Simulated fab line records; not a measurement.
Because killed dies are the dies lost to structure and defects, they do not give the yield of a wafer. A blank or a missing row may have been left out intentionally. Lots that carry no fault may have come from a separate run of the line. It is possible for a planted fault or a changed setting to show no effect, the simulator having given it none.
Struck lot and sound lot, side by side    flow nandHarc    13 out of 1302 route steps
Sound: the wafers L598.4, L598.5, L598.6. Struck: wafers L611.1, L611.3 (left out: L611.2, a lot-mate that was not struck); the cause follows at the end.
For every step that has rows: the tool of each side, followed by ch and its chambers, followed by its first start. Under that, the readings that differ: sound wafers    struck wafers    difference of the means    sigmas: that difference in standard deviations of wafers without a fault.
alike: readings whose means differ by less than 2 such deviations, and words and numbers that are the same on both sides. not compared: withheld readings, readings that some wafer has no value for, bounds like >300 that may hide the same value, and numbers for which the record gives no deviation and whose values overlap.
The two part at a step that has a row with sigmas, a row that says differs or no value, or rows on one side only. When numbers do not overlap yet have no deviation, they are printed without sigmas and do not part them. A reading that every wafer of one side lacks parts them only if that side has two wafers or more.

first, 4 steps without rows for these wafers: NHARC_A_STAIRCASE_PEB_07 (peb time 130 s); NHARC_A_STAIRCASE_DEVELOP_08 (time 140 s); NHARC_A_STAIRCASE_HARDBAKE_10 (time 140 s); NHARC_A_STAIRCASE_DESCUM_11 (chemistry O2, time 3 s).
NHARC_A_STAIRCASE_TRIM_12: chemistry O2, time 211.2 s.
  sound on rieDiel-01 ch 1,2, day 17 18:45; struck on rieDiel-07 ch 2,3, day 23 13:53
  alike: drypumpMotorCurrentA, oesProductAu, rfVppV, showerheadPlenumPTorr, throttleValvePct
  not compared: rfHoursCounterH
then, 1 step without rows for these wafers: NHARC_A_STAIRCASE_ETCH_13 (etches the open film in C4F8/O2, target depth 100 nm, time 40.5 s).
NHARC_A_STAIRCASE_TRIM_14: chemistry O2, time 211.2 s.
  sound: rieDiel-01 ch 0,1; struck: rieDiel-07 ch 0,3
  alike: drypumpMotorCurrentA, oesProductAu, rfVppV, showerheadPlenumPTorr, throttleValvePct
  not compared: rfHoursCounterH
NHARC_A_STAIRCASE_ETCH_15: etches the open film in C4F8/O2, target depth 100 nm, time 40.5 s.
  sound: rieDiel-01 ch 2,3; struck: rieDiel-07 ch 0,3
  alike: oesProductAu, rfVppV
  not compared: rfHoursCounterH
NHARC_A_STAIRCASE_TRIM_16: chemistry O2, time 211.2 s.
  sound: rieDiel-01 ch 1,2; struck: rieDiel-07 ch 0,3
reading                   sound        struck   difference  sigmas
drypumpMotorCurrentA (A)  6.5 6.5 6.0  5.9 5.1  -0.8        -2
  alike: oesProductAu, rfVppV, showerheadPlenumPTorr, throttleValvePct
  not compared: rfHoursCounterH
NHARC_A_STAIRCASE_ETCH_17: etches the open film in C4F8/O2, target depth 100 nm, time 40.5 s.
  sound: rieDiel-01 ch 0,1,3; struck: rieDiel-07 ch 1,3
  alike: oesProductAu, rfVppV
  not compared: rfHoursCounterH
then, 1 step without rows for these wafers: NHARC_A_STAIRCASE_TRIM_18 (chemistry O2, time 211.2 s).
NHARC_A_STAIRCASE_ETCH_19: etches the open film in C4F8/O2, target depth 100 nm, time 40.5 s.
  sound on rieDiel-01 ch 0,2,3, day 17 19:35; struck on rieDiel-07 ch 1,2, day 23 14:53
reading              sound              struck       difference  sigmas
oesProductAu (a.u.)  0.949 0.943 0.941  1.066 1.077  +0.127      +13
  alike: rfVppV
  not compared: rfHoursCounterH
-- record jumps: 9 days between struck wafers' starts before vs after; left off in module A_STAIRCASE, resumes in module END, first step shown is number 1302 of the route --
NHARC_END_SORT_01:
  only the struck wafers appear in the record here, on prober-01 ch 0 at day 32 18:46; the sound ones have no rows

== WHERE THEY PART ==
Earliest at NHARC_A_STAIRCASE_TRIM_16; latest, in this record, at NHARC_END_SORT_01.

WHY: what the simulator had put in
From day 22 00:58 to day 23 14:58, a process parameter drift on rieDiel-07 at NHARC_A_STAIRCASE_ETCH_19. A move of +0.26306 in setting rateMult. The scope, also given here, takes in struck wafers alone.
